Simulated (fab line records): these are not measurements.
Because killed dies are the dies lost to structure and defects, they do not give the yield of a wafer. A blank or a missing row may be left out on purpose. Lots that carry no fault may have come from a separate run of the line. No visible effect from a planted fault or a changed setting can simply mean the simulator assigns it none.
What tool caused it? / flow n5Finfet / 36 wafers sampled from 12 lots at 1 step of a route of 1938

## WHAT EACH GAUGE READ, for each wafer
N5_BEOL_M2_CD_MEAS_35: target cd 18 nm, target cd y 22.2 nm.
lot=L075; measured=day 7 01:27; on=cdSem-01; cdNm (nm)=18.4 18.7 18.3
lot=L078; measured=day 7 21:16; on=cdSem-01; cdNm (nm)=18.1 18.9 18.3
lot=L079; measured=day 8 03:34; on=cdSem-03; cdNm (nm)=17.8 17.4 18.0
lot=L080; measured=day 9 00:47; on=cdSem-01; cdNm (nm)=17.6 18.0 17.9
lot=L083; measured=day 9 06:26; on=cdSem-01; cdNm (nm)=18.3 18.0 18.6
lot=L085; measured=day 9 16:51; on=cdSem-01; cdNm (nm)=17.8 17.5 17.8
lot=L086; measured=day 10 11:55; on=cdSem-02; cdNm (nm)=17.4 18.2 17.6
lot=L090; measured=day 10 19:59; on=cdSem-01; cdNm (nm)=17.5 18.8 19.1
lot=L091; measured=day 11 08:31; on=cdSem-03; cdNm (nm)=18.2 18.6 18.1
lot=L092; measured=day 12 01:40; on=cdSem-02; cdNm (nm)=18.3 17.3 17.6
lot=L095; measured=day 12 14:53; on=cdSem-01; cdNm (nm)=19.1 19.1 18.8
lot=L096; measured=day 12 19:57; on=cdSem-03; cdNm (nm)=18.5 17.9 19.1

## EACH LOT AND THE TOOL THAT RAN IT (in order: tool; ch and the chambers of the sampled wafers; start)
The record holds no process step before these readings.

## THE ANSWER, worked out from the rows above alone
Rule: usual is defined by the lots themselves. The widest of any qualifying gaps counts: lots, ordered by their means at a reading, are off when they make up no more than a third of the lots, leave a main group of 4 or more, and stand apart from it by 3 or more times the standard deviation of that group's means. Not used: any main group whose means are identical at the precision the tables above print for the reading. A lot without any number at a reading at which 4 lots or more have one is off too. All remaining lots with rows at the step are treated as sound.
No lot is off on any of the readings shown, so nothing can be concluded from this.

## WHAT THE SIMULATOR HAD INSERTED
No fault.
